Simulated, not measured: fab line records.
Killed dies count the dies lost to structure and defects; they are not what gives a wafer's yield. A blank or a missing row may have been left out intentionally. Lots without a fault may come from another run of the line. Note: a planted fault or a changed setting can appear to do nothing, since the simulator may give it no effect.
Chamber matching	flow n5 finfet	4 sister chambers for N5_HKMG_FIN_CMP_94 on cmp-02
The step polishes, stops on SiNx, t overpolish 4.7 s, target thk 43.299 nm. 7 wafers are shown with their chamber, then 9 later ones without.

== WAFERS PAIRED WITH THEIR CHAMBERS ==
wafer	chamber	motor current A (A)	platen rpm (rpm)
L083.5	3	11.0	50.30
L085.6	2	13.4	50.25
L087.1	3	11.6	50.26
L087.2	0	13.3	50.32
L089.1	2	13.8	50.32
L089.2	1	12.8	50.24
L089.5	1	12.2	50.23

== WAFERS WITH NO CHAMBER GIVEN ==
wafer	motor current A (A)	platen rpm (rpm)
L090.2	13.3	50.29
L090.4	11.3	50.34
L090.6	13.8	50.27
L091.1	12.8	50.29
L091.2	13.4	50.32
L091.6	12.2	50.35
L093.1	11.3	50.22
L093.2	13.0	50.32
L093.3	13.5	50.30

== CHAMBER TAKEN BY EACH ==
wafer	from the rows above	in truth
L090.2	can't be placed: 2 or 0 or 1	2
L090.4	3	3
L090.6	can't be placed: 2 or 0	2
L091.1	can't be placed: 0 or 1 or 2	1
L091.2	can't be placed: 0 or 2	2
L091.6	can't be placed: 0 or 3 or 1 or 2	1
L093.1	can't be placed: 3 or 1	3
L093.2	can't be placed: 0 or 2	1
L093.3	can't be placed: 2 or 0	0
Correct placement for 1 of the 9. Unplaceable from these rows: 8, with the true chamber sitting among the candidates in 7. Wrongly placed: 0.
How it was worked out, from the rows above alone: a wafer's distance from a chamber is the root of the sum, over the readings, of the square of ((its reading less the chamber's mean) divided by the reading's scatter). If the next closest chamber is less than 2 further off than the closest, the wafer can't be placed; otherwise it belongs to the closest. Each chamber's mean is taken over the wafers shown for it. The scatter is the square root of a quotient: the sum, over the shown wafers, of each reading's squared deviation from its chamber's mean, divided by wafers minus chambers.
